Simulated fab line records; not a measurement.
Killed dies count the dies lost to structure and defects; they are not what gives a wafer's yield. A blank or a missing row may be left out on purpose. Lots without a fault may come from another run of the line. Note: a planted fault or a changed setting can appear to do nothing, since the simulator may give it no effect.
Chamber matching | flow nand_harc | NHARC_P_M2_ETCH_35 on rie_diel-03 has 4 sister chambers
The step etches the open film in N2/H2, target depth 40 nm, overetch 12 nm, time 43.94 s. 14 wafers are shown with their chamber, then 7 later ones without.

## WAFERS PAIRED WITH THEIR CHAMBERS
wafer  | chamber | showerhead_plenum_p_Torr (Torr) | drypump_motor_current_A (A) | rf_vpp_V (V)
L441.2 | 3       | 2.01                            | 6.1                         | 429.5
L441.3 | 1       | 2.16                            | 5.5                         | 434.6
L441.6 | 2       | 2.12                            | 5.8                         | 432.6
L443.2 | 2       | 2.12                            | 5.8                         | 432.1
L443.4 | 0       | 2.07                            | 5.8                         | 432.3
L443.5 | 1       | 2.16                            | 5.5                         | 435.0
L444.1 | 0       | 2.07                            | 5.7                         | 431.0
L444.4 | 2       | 2.12                            | 5.8                         | 433.5
L444.5 | 0       | 2.07                            | 5.7                         | 431.6
L449.2 | 0       | 2.07                            | 5.8                         | 431.5
L449.3 | 1       | 2.16                            | 5.5                         | 433.5
L449.5 | 3       | 2.01                            | 6.1                         | 429.6
L457.1 | 0       | 2.06                            | 5.7                         | 430.6
L457.2 | 2       | 2.12                            | 5.8                         | 433.3

SIGNATURES, as means of the wafers listed above
reading                  | chamber 0 | chamber 1 | chamber 2 | chamber 3 | scatter within a chamber
showerhead_plenum_p_Torr | 2.0680    | 2.1600    | 2.1200    | 2.0100    | 0.00283
drypump_motor_current_A  | 5.740     | 5.500     | 5.800     | 6.100     | 0.0346
rf_vpp_V                 | 431.400   | 434.367   | 432.875   | 429.550   | 0.642
Rule: a wafer's distance from a chamber is the root of the sum, over the readings, of the square of ((its reading less the chamber's mean) divided by the reading's scatter). The wafer belongs to the nearest chamber; if the next one is less than 2 further off, it can't be placed. The scatter is the square root of a quotient: the sum, over the shown wafers, of each reading's squared deviation from its chamber's mean, divided by wafers minus chambers.

## WAFERS WITH NO CHAMBER GIVEN
wafer  | showerhead_plenum_p_Torr (Torr) | drypump_motor_current_A (A) | rf_vpp_V (V)
L457.6 | 2.01                            | 6.1                         | 430.0
L460.1 | 2.15                            | 5.5                         | 434.9
L460.2 | 2.06                            | 5.8                         | 431.7
L460.6 | 2.12                            | 5.9                         | 433.5
L461.2 | 2.15                            | 5.5                         | 432.8
L461.5 | 2.15                            | 5.5                         | 435.1
L461.6 | 2.06                            | 5.8                         | 432.5

## WHICH CHAMBER EACH WENT THROUGH
wafer  | from the rows above | in truth
L457.6 | 3                   | 3
L460.1 | 1                   | 1
L460.2 | 0                   | 0
L460.6 | 2                   | 2
L461.2 | 1                   | 1
L461.5 | 1                   | 1
L461.6 | 0                   | 0
7 of 7 placed correctly. From these rows, 0 cannot be placed. Wrongly placed: 0.
